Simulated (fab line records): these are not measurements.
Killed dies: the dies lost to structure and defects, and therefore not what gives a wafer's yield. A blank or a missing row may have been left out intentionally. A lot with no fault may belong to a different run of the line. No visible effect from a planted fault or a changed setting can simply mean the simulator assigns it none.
Split-lot trial || flow n5Finfet || on a route of 1938 steps: 7 lots, 21 wafers read

ON THE SPLIT
At N5_SDB_COAT_05 (resist thk 90 nm), the setting spinRpm was moved away from the recipe's 1500 rpm on 10 of the 21 wafers read, by -6.1% to +8.5%. All remaining wafers had this setting at the recipe value.

FROM THE SPLIT TO THE READING: what the file shows between them, 4 steps
- N5_SDB_EBR_07
- N5_SDB_SOFTBAKE_06: time 60 s
- N5_SDB_EXPOSE_08: exposes mask SDB
- N5_SDB_PEB_09: peb time 60 s

THE READING
CAR-ArF_of_SDB_COAT_05.thkNm (the simulator's own value, which no gauge read), in nm, at N5_SDB_DEVELOP_10 (develop time 30 s). No usual value for it is given in the file. Across the 11 wafers here that went through the recipe, the average is 88.3 nm and the standard deviation 0.25 nm.

{"wafer": "L074.1", "tool, chamber at the split": "lithoTrack-03, 0", "spinRpm as run, rpm": 1548, "against the recipe": "+3.2%", "CAR-ArF_of_SDB_COAT_05.thkNm, nm": 86.8, "against lot-mates on the recipe": -1.6}
{"wafer": "L074.3", "tool, chamber at the split": "lithoTrack-03, 0", "spinRpm as run, rpm": 1500, "against the recipe": "recipe", "CAR-ArF_of_SDB_COAT_05.thkNm, nm": 88.4, "against lot-mates on the recipe": "-"}
{"wafer": "L074.6", "tool, chamber at the split": "lithoTrack-03, 0", "spinRpm as run, rpm": 1548, "against the recipe": "+3.2%", "CAR-ArF_of_SDB_COAT_05.thkNm, nm": 87, "against lot-mates on the recipe": -1.4}
{"wafer": "L075.1", "tool, chamber at the split": "lithoTrack-05, 0", "spinRpm as run, rpm": 1500, "against the recipe": "recipe", "CAR-ArF_of_SDB_COAT_05.thkNm, nm": 88.4, "against lot-mates on the recipe": "-"}
{"wafer": "L075.2", "tool, chamber at the split": "lithoTrack-05, 0", "spinRpm as run, rpm": 1500, "against the recipe": "recipe", "CAR-ArF_of_SDB_COAT_05.thkNm, nm": 88.2, "against lot-mates on the recipe": "-"}
{"wafer": "L075.5", "tool, chamber at the split": "lithoTrack-05, 0", "spinRpm as run, rpm": 1500, "against the recipe": "recipe", "CAR-ArF_of_SDB_COAT_05.thkNm, nm": 88.2, "against lot-mates on the recipe": "-"}
{"wafer": "L077.1", "tool, chamber at the split": "lithoTrack-05, 0", "spinRpm as run, rpm": 1628, "against the recipe": "+8.5%", "CAR-ArF_of_SDB_COAT_05.thkNm, nm": 85, "against lot-mates on the recipe": "no lot-mate on the recipe"}
{"wafer": "L077.3", "tool, chamber at the split": "lithoTrack-05, 0", "spinRpm as run, rpm": 1628, "against the recipe": "+8.5%", "CAR-ArF_of_SDB_COAT_05.thkNm, nm": 84.8, "against lot-mates on the recipe": "no lot-mate on the recipe"}
{"wafer": "L077.6", "tool, chamber at the split": "lithoTrack-05, 0", "spinRpm as run, rpm": 1628, "against the recipe": "+8.5%", "CAR-ArF_of_SDB_COAT_05.thkNm, nm": 85.2, "against lot-mates on the recipe": "no lot-mate on the recipe"}
{"wafer": "L083.2", "tool, chamber at the split": "lithoTrack-01, 0", "spinRpm as run, rpm": 1586, "against the recipe": "+5.7%", "CAR-ArF_of_SDB_COAT_05.thkNm, nm": 86.2, "against lot-mates on the recipe": -2.6}
{"wafer": "L083.5", "tool, chamber at the split": "lithoTrack-01, 0", "spinRpm as run, rpm": 1586, "against the recipe": "+5.7%", "CAR-ArF_of_SDB_COAT_05.thkNm, nm": 86.2, "against lot-mates on the recipe": -2.6}
{"wafer": "L083.6", "tool, chamber at the split": "lithoTrack-01, 0", "spinRpm as run, rpm": 1500, "against the recipe": "recipe", "CAR-ArF_of_SDB_COAT_05.thkNm, nm": 88.8, "against lot-mates on the recipe": "-"}
{"wafer": "L088.1", "tool, chamber at the split": "lithoTrack-01, 0", "spinRpm as run, rpm": 1500, "against the recipe": "recipe", "CAR-ArF_of_SDB_COAT_05.thkNm, nm": 88.6, "against lot-mates on the recipe": "-"}
{"wafer": "L088.5", "tool, chamber at the split": "lithoTrack-01, 0", "spinRpm as run, rpm": 1500, "against the recipe": "recipe", "CAR-ArF_of_SDB_COAT_05.thkNm, nm": 88.6, "against lot-mates on the recipe": "-"}
{"wafer": "L088.4", "tool, chamber at the split": "lithoTrack-01, 0", "spinRpm as run, rpm": 1409, "against the recipe": "-6.1%", "CAR-ArF_of_SDB_COAT_05.thkNm, nm": 91.6, "against lot-mates on the recipe": "+3.0"}
{"wafer": "L090.3", "tool, chamber at the split": "lithoTrack-03, 0", "spinRpm as run, rpm": 1500, "against the recipe": "recipe", "CAR-ArF_of_SDB_COAT_05.thkNm, nm": 88, "against lot-mates on the recipe": "-"}
{"wafer": "L090.5", "tool, chamber at the split": "lithoTrack-03, 0", "spinRpm as run, rpm": 1408, "against the recipe": "-6.1%", "CAR-ArF_of_SDB_COAT_05.thkNm, nm": 91.2, "against lot-mates on the recipe": "+3.2"}
{"wafer": "L090.6", "tool, chamber at the split": "lithoTrack-03, 0", "spinRpm as run, rpm": 1408, "against the recipe": "-6.1%", "CAR-ArF_of_SDB_COAT_05.thkNm, nm": 91, "against lot-mates on the recipe": "+3.0"}
{"wafer": "L093.1", "tool, chamber at the split": "lithoTrack-01, 0", "spinRpm as run, rpm": 1500, "against the recipe": "recipe", "CAR-ArF_of_SDB_COAT_05.thkNm, nm": 88.2, "against lot-mates on the recipe": "-"}
{"wafer": "L093.5", "tool, chamber at the split": "lithoTrack-01, 0", "spinRpm as run, rpm": 1500, "against the recipe": "recipe", "CAR-ArF_of_SDB_COAT_05.thkNm, nm": 88.2, "against lot-mates on the recipe": "-"}
{"wafer": "L093.4", "tool, chamber at the split": "lithoTrack-01, 0", "spinRpm as run, rpm": 1500, "against the recipe": "recipe", "CAR-ArF_of_SDB_COAT_05.thkNm, nm": 88, "against lot-mates on the recipe": "-"}

FIT RESULTS
A straight line over all 21 wafers: CAR-ArF_of_SDB_COAT_05.thkNm changes by -0.421 nm for each +1% of spinRpm; r = -0.99; the points scatter about the line by 0.28 nm.
The same after taking each lot's own level away (the mean of its wafers on the recipe; 18 wafers): -0.482 nm for each +1%; r = -1.00; scatter 0.1 nm.
On that fit, the largest move of spinRpm shifts the reading by 4.1 nm.
The lots' own levels span 88.00 to 88.80 nm, that is 3.3 times the standard deviation above.
So the slope is not independent of the lot-to-lot level: the two fits are not the same.
Check: +2.94 nm against its lot-mates is what the line predicts for one of the wafers moved furthest among these (-6.1%) when that wafer is left out of the fit. Against them it came out at +3.2 nm.

FURTHER SPLITS ON THESE WAFERS
Before the reading, these wafers also passed through other splits. Each is held against what the fit with the lots' levels taken away leaves over:
{"other split on the same wafers": "N5_DUMMY_GATE_EXPOSE_12 doseMj", "wafers away from the commonest value": 7, "r with CAR-ArF_of_SDB_COAT_05.thkNm (lot level and that fit taken away)": -0.31}
{"other split on the same wafers": "N5_SD_EPI_N_EPI_21 epiGrowthTimeS", "wafers away from the commonest value": 3, "r with CAR-ArF_of_SDB_COAT_05.thkNm (lot level and that fit taken away)": "+0.45"}
{"other split on the same wafers": "N5_SD_EPI_P_EXPOSE_06 doseMj", "wafers away from the commonest value": 8, "r with CAR-ArF_of_SDB_COAT_05.thkNm (lot level and that fit taken away)": -0.04}

THE WHOLE CHAIN: every reading that the file lists as answering this split, in the file's order
{"step": "N5_SDB_COAT_05", "what it does": "resist thk 90 nm", "reading": "CAR-ArF_of_SDB_COAT_05.thkNm (the simulator's own value, which no gauge read)", "change (the file's fit)": "-0.474 nm for each +1% of the setting", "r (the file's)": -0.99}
{"step": "N5_SDB_DEVELOP_10", "what it does": "develop time 30 s", "reading": "CAR-ArF_of_SDB_COAT_05.thkNm (the simulator's own value, which no gauge read)", "change (the file's fit)": "-0.484 nm for each +1% of the setting", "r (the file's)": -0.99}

FILE'S OWN FIT
CAR-ArF_of_SDB_COAT_05.thkNm changes by -0.484 nm for each +1% of spinRpm, r = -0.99.
